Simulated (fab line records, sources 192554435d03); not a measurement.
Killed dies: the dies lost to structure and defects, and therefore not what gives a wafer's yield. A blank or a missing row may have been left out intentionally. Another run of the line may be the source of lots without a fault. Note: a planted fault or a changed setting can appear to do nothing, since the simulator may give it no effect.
Chamber matching ; flow n5-finfet ; N5_BEOL_M2_ALD_98 on ald-sin-03 has 4 sister chambers
The step deposits SiO2, target thk 2.5 nm, pulse time 1 s, co reactant pulse time 1 s. 22 wafers are shown with their chamber, then 11 later ones without.

## WAFERS WITH THEIR CHAMBER
wafer;chamber;heater-power-outer-w (W);heater-power-w (W);precursor-pulse-height-rel
L076.1;2;41;82;1.011
L076.4;1;48;78;0.999
L076.5;3;39;72;1.031
L078.1;3;39;72;1.010
L078.2;2;41;80;0.982
L078.3;0;34;73;0.985
L079.2;1;46;77;0.972
L079.3;0;34;72;1.026
L079.5;1;48;80;0.994
L083.1;3;39;73;0.996
L083.3;0;34;74;0.980
L083.5;2;40;77;1.000
L085.2;2;40;79;0.969
L085.4;1;49;78;1.014
L085.5;1;48;80;1.025
L086.2;2;41;77;0.994
L086.4;0;34;72;1.007
L086.6;1;49;79;0.988
L087.2;0;36;72;0.976
L087.3;3;39;73;1.009
L087.4;2;40;80;0.968
L088.3;3;39;71;1.006

SIGNATURES (means of the wafers above)
reading;chamber 0;chamber 1;chamber 2;chamber 3;scatter within a chamber
heater-power-outer-w;34.40;48.00;40.50;39.00;0.771
heater-power-w;72.60;78.67;79.17;72.20;1.34
precursor-pulse-height-rel;0.99480;0.99867;0.98733;1.01040;0.0178
Rule: a wafer's distance from a chamber is the root of the sum, over the readings, of the square of ((its reading less the chamber's mean) divided by the reading's scatter). If the next closest chamber is less than 2 further off than the closest, the wafer can't be placed; otherwise it belongs to the closest. The scatter: take each reading less its chamber's mean, square it, sum over the shown wafers, divide by the number of wafers less the number of chambers, and take the root.

## WAFERS WITHOUT THEIR CHAMBER
wafer;heater-power-outer-w (W);heater-power-w (W);precursor-pulse-height-rel
L088.4;40;78;1.003
L088.5;42;79;0.989
L091.1;35;73;0.974
L091.2;41;79;0.980
L091.5;48;79;1.026
L093.1;34;72;1.039
L093.2;48;78;1.038
L093.5;38;73;1.011
L095.2;39;70;0.985
L095.4;34;73;1.031
L095.6;42;79;1.010

## WHICH CHAMBER EACH WENT THROUGH
wafer;from the rows above;in truth
L088.4;2;2
L088.5;2;2
L091.1;0;0
L091.2;2;2
L091.5;1;1
L093.1;0;0
L093.2;1;1
L093.5;3;3
L095.2;3;3
L095.4;0;0
L095.6;2;2
Correct placement for 11 of the 11. Can't be placed from these rows: 0. 0 placed wrongly.
